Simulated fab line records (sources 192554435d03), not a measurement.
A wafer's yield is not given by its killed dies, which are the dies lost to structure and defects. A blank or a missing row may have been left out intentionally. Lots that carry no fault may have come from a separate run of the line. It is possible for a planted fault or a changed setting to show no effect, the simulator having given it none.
Which tool is to blame? | flow n5 finfet | 8 lots, 24 wafers sampled, at 6 steps of a route of 1938

== WHAT THE GAUGES SHOWED, per wafer ==
N5_STI_FIN_REVEAL_CD_MEAS_22: target cd 6.238 nm, pitch 28 nm. Usual: 6.29 nm for cd nm, sd 0.27.
lot  | measured    | on        | cd nm (nm)     | flag
L375 | day 2 14:17 | cd sem-01 | 6.14 6.31 6.48 |
L376 | day 2 21:17 | cd sem-03 | 6.86 6.49 6.41 |
L382 | day 4 08:15 | cd sem-03 | 7.74 7.01 7.66 | OFF
L383 | day 4 14:16 | cd sem-01 | 7.19 7.17 7.11 | OFF
L385 | day 5 03:47 | cd sem-02 | 6.55 5.86 6.62 |
L392 | day 6 20:25 | cd sem-03 | 6.07 5.97 6.70 |
L396 | day 7 19:07 | cd sem-01 | 6.75 6.18 5.86 |
L398 | day 8 05:53 | cd sem-03 | 6.23 5.74 6.09 |

N5_BEOL_M4_RC_MEAS_101. Usual: DIBL_N 36.8 mV/V, standard deviation 1.5; DIBL_P 37.1 mV/V, standard deviation 2.1; IOFF_N 0.168 nA/um, standard deviation 0.03; IOFF_N_85C 3.2 nA/um, standard deviation 0.47; IOFF_N_LIN 0.077 nA/um, standard deviation 0.011; IOFF_N_LONG 5.56e-05 nA/um, standard deviation 2.4e-06; IOFF_P 0.22 nA/um, standard deviation 0.034; IOFF_P_85C 3.8 nA/um, standard deviation 0.48; IOFF_P_LIN 0.103 nA/um, standard deviation 0.013; ION_N 679 uA/um, standard deviation 12; ION_P 466 uA/um, standard deviation 8; REXT_N 75.1 ohm.um, standard deviation 1.7; SS_N 71.7 mV/dec, standard deviation 0.58; SS_P 73.5 mV/dec, standard deviation 0.67; VT_N 248.8 mV, standard deviation 2.7; VT_N_LONG 274.7 mV, standard deviation 2; VT_N_LVT 98 mV, standard deviation 3.1; VT_P -250 mV, standard deviation 3.3; VT_P_LVT -98.6 mV, standard deviation 2.8.
lot  | measured     | on        | DIBL_N (mV/V)  | DIBL_P (mV/V)  | IOFF_N (nA/um)    | IOFF_N_85C (nA/um) | IOFF_N_LIN (nA/um) | IOFF_N_LONG (nA/um)        | IOFF_P (nA/um) | IOFF_P_85C (nA/um) | IOFF_P_LIN (nA/um) | ION_N (uA/um) | ION_P (uA/um) | REXT_N (ohm.um) | SS_N (mV/dec)  | SS_P (mV/dec)  | VT_N (mV)         | VT_N_LONG (mV)    | VT_N_LVT (mV) | VT_P (mV)      | VT_P_LVT (mV)      | flag
L375 | day 7 12:11  | prober-02 | 38.6 34.9 38.5 | 39.9 35.0 39.9 | 0.204 0.135 0.213 | 3.9 2.7 4.1        | 0.091 0.065 0.094  | 5.89e-05 5.89e-05 5.93e-05 | 0.24 0.17 0.25 | 4.1 3.1 4.3        | 0.109 0.088 0.113  | 683 662 679   | 463 455 466   | 74.9 74.9 74.0  | 73.2 71.3 71.6 | 74.1 73.5 74.3 | 247.3 250.8 244.0 | 274.5 273.0 274.3 | 92 98 93      | -249 -256 -247 | -95.2 -99.1 -94.5  |
L376 | day 8 02:38  | prober-01 | 37.6 37.3 38.0 | 39.4 37.8 39.2 | 0.203 0.181 0.197 | 3.8 3.5 3.7        | 0.091 0.082 0.088  | 5.41e-05 5.43e-05 5.39e-05 | 0.29 0.25 0.28 | 4.6 4.1 4.6        | 0.127 0.115 0.126  | 694 679 679   | 475 466 470   | 76.4 75.9 76.6  | 71.2 71.3 71.7 | 74.3 73.5 74.9 | 245.8 249.1 247.4 | 273.7 273.2 274.9 | 95 98 95      | -247 -248 -246 | -94.5 -97.6 -94.5  |
L382 | day 9 15:16  | prober-02 | 46.0 44.2 44.5 | 46.8 45.7 46.7 | 0.509 0.426 0.450 | 8.1 7.0 7.3        | 0.222 0.191 0.204  | 7.48e-05 7.44e-05 7.37e-05 | 0.51 0.48 0.52 | 7.7 7.2 7.8        | 0.232 0.222 0.240  | 748 737 749   | 498 492 506   | 66.5 66.4 67.3  | 73.4 73.5 73.5 | 76.6 75.6 76.1 | 232.6 235.1 231.6 | 263.4 264.6 265.7 | 82 85 83      | -239 -236 -233 | -88.3 -89.4 -88.2  | OFF
L383 | day 9 19:59  | prober-02 | 45.1 42.0 44.4 | 48.0 45.4 48.1 | 0.511 0.386 0.515 | 8.1 6.4 8.2        | 0.222 0.185 0.230  | 7.23e-05 7.33e-05 7.31e-05 | 0.46 0.40 0.50 | 6.9 6.1 7.6        | 0.202 0.185 0.220  | 734 731 750   | 480 493 493   | 68.3 67.8 67.0  | 73.8 73.6 73.5 | 76.3 75.5 76.4 | 230.8 234.4 229.8 | 262.0 264.3 263.2 | 80 82 79      | -241 -243 -240 | -89.3 -90.2 -87.2  | OFF
L385 | day 10 00:07 | prober-02 | 40.3 36.5 38.9 | 41.8 36.5 41.4 | 0.264 0.150 0.217 | 4.6 2.9 4.0        | 0.112 0.070 0.097  | 5.76e-05 5.88e-05 5.66e-05 | 0.28 0.18 0.27 | 4.6 3.2 4.5        | 0.118 0.086 0.115  | 698 660 677   | 468 452 467   | 76.1 75.9 77.4  | 72.5 70.7 72.4 | 74.9 74.0 74.1 | 243.8 251.1 244.8 | 271.5 275.3 274.4 | 91 100 94     | -250 -253 -249 | -97.3 -102.8 -95.9 |
L392 | day 12 05:23 | prober-01 | 35.7 33.8 37.9 | 36.8 33.9 39.5 | 0.139 0.118 0.169 | 2.8 2.4 3.3        | 0.069 0.059 0.080  | 5.4e-05 5.47e-05 5.29e-05  | 0.22 0.17 0.27 | 3.8 3.1 4.5        | 0.105 0.090 0.120  | 681 674 676   | 472 468 471   | 77.6 77.8 77.8  | 71.1 70.9 71.7 | 73.4 72.4 73.9 | 252.4 253.6 244.6 | 272.6 275.7 277.9 | 101 102 98    | -251 -252 -246 | -97.5 -100.4 -95.1 |
L396 | day 13 00:08 | prober-02 | 39.5 36.3 37.7 | 39.8 36.0 37.7 | 0.233 0.149 0.182 | 4.3 2.9 3.5        | 0.103 0.071 0.083  | 5.38e-05 5.23e-05 5.44e-05 | 0.28 0.21 0.23 | 4.6 3.7 3.9        | 0.123 0.100 0.107  | 712 687 695   | 478 472 476   | 75.4 76.1 74.4  | 71.8 71.4 72.2 | 74.5 73.2 73.2 | 244.4 250.9 248.9 | 275.7 275.5 277.2 | 92 99 98      | -247 -249 -250 | -94.8 -98.0 -97.3  |
L398 | day 14 02:40 | prober-01 | 37.7 38.0 35.4 | 38.6 37.2 34.7 | 0.167 0.171 0.135 | 3.3 3.3 2.7        | 0.078 0.078 0.064  | 5.66e-05 5.86e-05 5.79e-05 | 0.25 0.22 0.18 | 4.2 3.8 3.2        | 0.117 0.104 0.092  | 676 680 667   | 467 469 455   | 74.2 74.6 74.3  | 71.3 71.0 71.3 | 73.1 72.6 72.9 | 249.5 249.2 252.4 | 275.0 276.1 274.7 | 97 98 102     | -246 -248 -251 | -95.1 -97.7 -99.8  |

== TOOL THAT RAN EACH LOT (tool first, then ch and the chambers of the sampled wafers, then the start) ==
lot  | N5_FIN_CUT_CUT_ETCH_28          | N5_FIN_CUT_STRIP_22               | N5_STI_FIN_REVEAL_ALD_14         | N5_STI_FIN_REVEAL_OXIDATION_33
L375 | rie si-06 ch 1,3, day 2 05:18   | rie diel-04 ch 1,2, day 2 05:22   | ald sin-02 ch 0,3, day 2 05:37   | plasma asher-02 ch 0, day 2 14:07
L376 | rie si-02 ch 1,2,3, day 2 11:40 | rie diel-04 ch 0,2,3, day 2 11:43 | ald sin-03 ch 1,2,3, day 2 12:45 | plasma asher-02 ch 0,1, day 2 21:08
L382 | rie si-03 ch 0,1,3, day 3 22:08 | rie diel-05 ch 1,2, day 3 22:12   | ald sin-04 ch 1,2, day 3 22:27   | plasma asher-02 ch 0,1, day 4 08:02
L383 | rie si-02 ch 2,3, day 4 04:59   | rie diel-03 ch 1,2,3, day 4 05:02 | ald sin-04 ch 2,3, day 4 05:20   | plasma asher-02 ch 0,1, day 4 14:06
L385 | rie si-02 ch 0,1,3, day 4 18:55 | rie diel-03 ch 0,1,3, day 4 18:59 | ald sin-02 ch 0,2,3, day 4 19:14 | plasma asher-02 ch 0,1, day 5 03:37
L392 | rie si-02 ch 1,3, day 6 09:45   | rie diel-03 ch 0,1,3, day 6 09:49 | ald sin-04 ch 0,1,2, day 6 11:55 | plasma asher-02 ch 0,1, day 6 20:16
L396 | rie si-06 ch 1,2,3, day 7 09:53 | rie diel-03 ch 0,2,3, day 7 09:59 | ald sin-02 ch 0,1,3, day 7 10:14 | plasma asher-02 ch 0,1, day 7 18:57
L398 | rie si-06 ch 1,3, day 7 20:53   | rie diel-04 ch 2,3, day 7 20:57   | ald sin-03 ch 0,1,2, day 7 21:13 | plasma asher-02 ch 0,1, day 8 05:44
- N5_FIN_CUT_CUT_ETCH_28: etches Si in HBr/Cl2/O2, target depth 6 nm, time 2.4 s.
- N5_FIN_CUT_STRIP_22: strips in N2/H2.
- N5_STI_FIN_REVEAL_ALD_14: deposits Si3N4, target thk 3 nm.
- N5_STI_FIN_REVEAL_OXIDATION_33: chemistry O2 PLASMA REMOTE, time 20 s.

== WHAT THE TOOLS THEMSELVES READ (means of the sampled wafers that have a number; where no wafer has one, the mark that the record gives instead) ==
N5_FIN_CUT_CUT_ETCH_28. Usual: drypump motor current A 5.6 A, standard deviation 0.41; oes product au 0.999 a.u., standard deviation 0.013; throttle valve pct 37.21 %, standard deviation 0.28.
lot  | tool      | drypump motor current A (A) | oes product au (a.u.) | throttle valve pct (%) | flag
L375 | rie si-06 | 5.9                         | 1.011                 | 37.26                  |
L376 | rie si-02 | 5.6                         | 0.992                 | 37.34                  |
L382 | rie si-03 | 5.8                         | 1.003                 | 37.00                  |
L383 | rie si-02 | 5.3                         | 0.997                 | 37.27                  |
L385 | rie si-02 | 5.7                         | 0.985                 | 37.17                  |
L392 | rie si-02 | 5.9                         | 0.988                 | 37.40                  |
L396 | rie si-06 | 5.9                         | 1.006                 | 37.42                  |
L398 | rie si-06 | 5.9                         | 1.010                 | 37.31                  |

N5_FIN_CUT_STRIP_22. Usual: drypump motor current A 5.86 A, standard deviation 0.25; oes product au 0.76 a.u., standard deviation 0.064; rf vpp V 54.1 V, standard deviation 2.3; showerhead plenum p Torr 3.31 Torr, standard deviation 0.12; throttle valve pct 19.1 %, standard deviation 0.3.
lot  | tool        | drypump motor current A (A) | oes product au (a.u.) | rf vpp V (V) | showerhead plenum p Torr (Torr) | throttle valve pct (%) | flag
L375 | rie diel-04 | 5.77                        | 0.78                  | 54.2         | 3.23                            | 18.7                   |
L376 | rie diel-04 | 5.80                        | 0.75                  | 52.1         | 3.26                            | 18.9                   |
L382 | rie diel-05 | 5.72                        | 0.79                  | 52.2         | 3.41                            | 19.1                   |
L383 | rie diel-03 | 5.67                        | 0.76                  | 53.7         | 3.31                            | 19.3                   |
L385 | rie diel-03 | 5.89                        | 0.74                  | 54.9         | 3.26                            | 19.3                   |
L392 | rie diel-03 | 5.89                        | 0.74                  | 53.6         | 3.25                            | 19.4                   |
L396 | rie diel-03 | 5.94                        | 0.73                  | 52.7         | 3.33                            | 19.2                   |
L398 | rie diel-04 | 6.05                        | 0.73                  | 55.4         | 3.30                            | 19.0                   |

N5_STI_FIN_REVEAL_ALD_14. Usual: 845 W for heater power w, sd 120.
lot  | tool       | heater power w (W) | flag
L375 | ald sin-02 | 879                |
L376 | ald sin-03 | 1026               |
L382 | ald sin-04 | 714                |
L383 | ald sin-04 | 740                |
L385 | ald sin-02 | 838                |
L392 | ald sin-04 | 746                |
L396 | ald sin-02 | 886                |
L398 | ald sin-03 | 925                |

N5_STI_FIN_REVEAL_OXIDATION_33. Usual: chamber pressure mTorr 1000.0 mTorr, standard deviation 0.92; drypump motor current A 5.8 A, standard deviation 0.44; heater power w 153 W, standard deviation 12.
lot  | tool            | chamber pressure mTorr (mTorr) | drypump motor current A (A) | heater power w (W) | flag
L375 | plasma asher-02 | 1000.1                         | 5.8                         | 167                |
L376 | plasma asher-02 | 999.9                          | 5.9                         | 146                |
L382 | plasma asher-02 | -                              | -                           | -                  | OFF
L383 | plasma asher-02 | -                              | -                           | -                  | OFF
L385 | plasma asher-02 | 1000.4                         | 5.9                         | 144                |
L392 | plasma asher-02 | 999.6                          | 5.9                         | 146                |
L396 | plasma asher-02 | 1000.2                         | 5.9                         | 147                |
L398 | plasma asher-02 | 999.3                          | 5.9                         | 149                |

== THE ANSWER, worked out from the rows above alone ==
Rule: a lot is off if the mean of its wafers that have a number lies more than 3 standard deviations from the usual mean. A lot without any number at a reading at which 4 lots or more have one is off too. Any other lot the step has rows for is counted as sound. First the gauges in route order, then the tools' own readings, where a lot's mean is used as printed above. The first step at which some lot is off is used, and at that step the reading that is off furthest; a lot without a number counts as furthest.
Off: L382, L383, at N5_STI_FIN_REVEAL_CD_MEAS_22 (cd nm).
If a tool, at a process step before that reading, ran all the lots that are off and no sound lot after the first of them, it fits. The gauges at N5_STI_FIN_REVEAL_CD_MEAS_22 aren't tried: what is off there is off at N5_BEOL_M4_RC_MEAS_101 too, on other tools, and a gauge's error can't cause that. Not one of the candidates tried fits.

== WHAT THE SIMULATOR HAD INSERTED ==
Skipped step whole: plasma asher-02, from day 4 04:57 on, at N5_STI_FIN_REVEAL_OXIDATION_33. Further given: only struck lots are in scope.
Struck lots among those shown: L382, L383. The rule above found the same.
